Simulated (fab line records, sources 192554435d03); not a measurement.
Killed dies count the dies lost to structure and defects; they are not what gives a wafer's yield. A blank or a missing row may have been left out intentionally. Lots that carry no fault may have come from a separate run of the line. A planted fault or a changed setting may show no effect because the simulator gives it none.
Matching of chambers || flow n5 finfet || 4 sister chambers for N5_BEOL_M12_DESCUM_33 on rie diel-01
The step chemistry O2, time 7.9 s. 7 wafers are shown with their chamber, then 8 later ones without.

WAFERS, EACH WITH ITS CHAMBER
{"wafer": "L079.3", "chamber": 2, "showerhead plenum p Torr (Torr)": 2.24, "throttle valve pct (%)": 20.12}
{"wafer": "L083.4", "chamber": 2, "showerhead plenum p Torr (Torr)": 2.24, "throttle valve pct (%)": 20.13}
{"wafer": "L082.5", "chamber": 1, "showerhead plenum p Torr (Torr)": 2.17, "throttle valve pct (%)": 20.52}
{"wafer": "L084.2", "chamber": 1, "showerhead plenum p Torr (Torr)": 2.16, "throttle valve pct (%)": 20.54}
{"wafer": "L084.4", "chamber": 0, "showerhead plenum p Torr (Torr)": 2.07, "throttle valve pct (%)": 20.17}
{"wafer": "L084.5", "chamber": 3, "showerhead plenum p Torr (Torr)": 2.01, "throttle valve pct (%)": 20.12}
{"wafer": "L087.2", "chamber": 3, "showerhead plenum p Torr (Torr)": 2.01, "throttle valve pct (%)": 20.15}

WAFERS WITH NO CHAMBER GIVEN
{"wafer": "L087.3", "showerhead plenum p Torr (Torr)": 2.16, "throttle valve pct (%)": 20.54}
{"wafer": "L087.5", "showerhead plenum p Torr (Torr)": 2.16, "throttle valve pct (%)": 20.53}
{"wafer": "L097.1", "showerhead plenum p Torr (Torr)": 2.06, "throttle valve pct (%)": 20.21}
{"wafer": "L097.2", "showerhead plenum p Torr (Torr)": 2.23, "throttle valve pct (%)": 20.18}
{"wafer": "L097.4", "showerhead plenum p Torr (Torr)": 2.23, "throttle valve pct (%)": 20.17}
{"wafer": "L095.2", "showerhead plenum p Torr (Torr)": 2.22, "throttle valve pct (%)": 20.20}
{"wafer": "L095.3", "showerhead plenum p Torr (Torr)": 2.00, "throttle valve pct (%)": 20.19}
{"wafer": "L095.5", "showerhead plenum p Torr (Torr)": 2.06, "throttle valve pct (%)": 20.23}

WHICH CHAMBER EACH WENT THROUGH
{"wafer": "L087.3", "from the rows above": 1, "in truth": 1}
{"wafer": "L087.5", "from the rows above": 1, "in truth": 1}
{"wafer": "L097.1", "from the rows above": 0, "in truth": 0}
{"wafer": "L097.2", "from the rows above": 2, "in truth": 2}
{"wafer": "L097.4", "from the rows above": 2, "in truth": 2}
{"wafer": "L095.2", "from the rows above": 2, "in truth": 2}
{"wafer": "L095.3", "from the rows above": 3, "in truth": 3}
{"wafer": "L095.5", "from the rows above": 0, "in truth": 0}
8 of 8 placed correctly. Number that these rows cannot place: 0. Placed wrongly: 0.
How it was worked out, from the rows above alone: a wafer's distance from a chamber is the root of the sum, over the readings, of the square of ((its reading less the chamber's mean) divided by the reading's scatter). If the next closest chamber is less than 2 further off than the closest, the wafer can't be placed; otherwise it belongs to the closest. For every chamber, the mean is computed from those of its wafers that are shown. How the scatter is found: for the shown wafers, subtract from each reading the mean of its chamber, square and add these, divide the total by (wafers less chambers), then take the root.
